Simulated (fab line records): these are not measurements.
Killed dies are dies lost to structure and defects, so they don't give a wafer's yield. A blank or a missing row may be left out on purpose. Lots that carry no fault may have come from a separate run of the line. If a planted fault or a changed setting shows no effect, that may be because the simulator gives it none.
Problem report, 8D (eight disciplines) form, completed by code | flow n5-finfet | the parts of the form that need people (team, actions taken, sign-off) are left out

== 1. THE ISSUE ==
At N5_BEOL_M10_COAT_05, spin-speed-rpm averages 1426.0 rpm over 9 wafers from 3 lots, while fault-free wafers read 1500.1 rpm, standard deviation 0.89. Relative to the usual mean, that is a shift of -83 standard deviations.
The step: resist thk 90 nm.
Seen first at day 11 07:50 on litho-track-01, wafer L494.2. At this step, 32 wafers from 11 lots have a number in the record. By rule, "out" or "out of limits" means more than 4 standard deviations away from the usual mean. The other wafers with a number count as sound.

== 2. WHAT IT IS, WHAT IT ISN'T ==
question                    | is                     | is not
which readings at this step | spin-speed-rpm         | dispense-pressure-kPa
which lots                  | L494, L495, L497       | L490, L491, L492, L496, L500, L501, L502, L510
which wafers of those lots  | all that have a number | -
read on which tools         | litho-track-01         | litho-track-02, litho-track-05
when                        | from day 11 07:50      | up to then (9 sound wafers); but 14 sound wafers of L496, L500, L501, L502, L510 came after

== 3. THE SUSPECTS, EACH WITH WHAT RULES IT OUT ==
Counting: a tool at a process step up to the reading stays a suspect if it ran every lot that is out and no sound lot after the first of them.
- litho-track-01 at N5_BEOL_M10_COAT_05 (resist thk 90 nm): kept. All lots that are out passed through it, beginning with L494 at day 11 07:50, and no sound lot followed; its final sound lot before that point was L492 at day 10 11:44. Its own spin-speed-rpm readings are out on those wafers.
Remaining after the count: litho-track-01 at N5_BEOL_M10_COAT_05.

== 4. THE CAUSE (what the simulator had put in) ==
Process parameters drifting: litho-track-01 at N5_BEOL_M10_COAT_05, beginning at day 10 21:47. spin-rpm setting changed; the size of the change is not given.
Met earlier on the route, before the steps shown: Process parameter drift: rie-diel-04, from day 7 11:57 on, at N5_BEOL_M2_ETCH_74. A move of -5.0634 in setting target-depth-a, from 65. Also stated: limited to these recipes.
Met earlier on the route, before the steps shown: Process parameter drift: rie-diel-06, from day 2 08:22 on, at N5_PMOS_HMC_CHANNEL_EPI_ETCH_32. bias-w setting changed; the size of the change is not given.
Counting left only this tool.

== 5. SEQUENCE OF EFFECTS, ordered by route ==
One row per reading whose mean, taken over the struck wafers that have a number, lies over 3 standard deviations from the usual. Only readings for which the record gives a usual standard deviation are gone through. hours: the time from each lot's start at the first step in this table that gives one to its start at this step, as a median over the lots. sigmas: the change in usual standard deviations.
hours | step                | reading        | usual      | on struck wafers | change | sigmas
0     | N5_BEOL_M10_COAT_05 | spin-speed-rpm | 1500.1 rpm | 1426.0           | -74.1  | -83
Process steps it contains:
- N5_BEOL_M10_COAT_05: resist thk 90 nm.

== 6. HOW IT WOULD HAVE BEEN CAUGHT EARLIER ==
In this record the first reading out of limits was taken at day 11 07:50, 10 hours after the fault began at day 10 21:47.
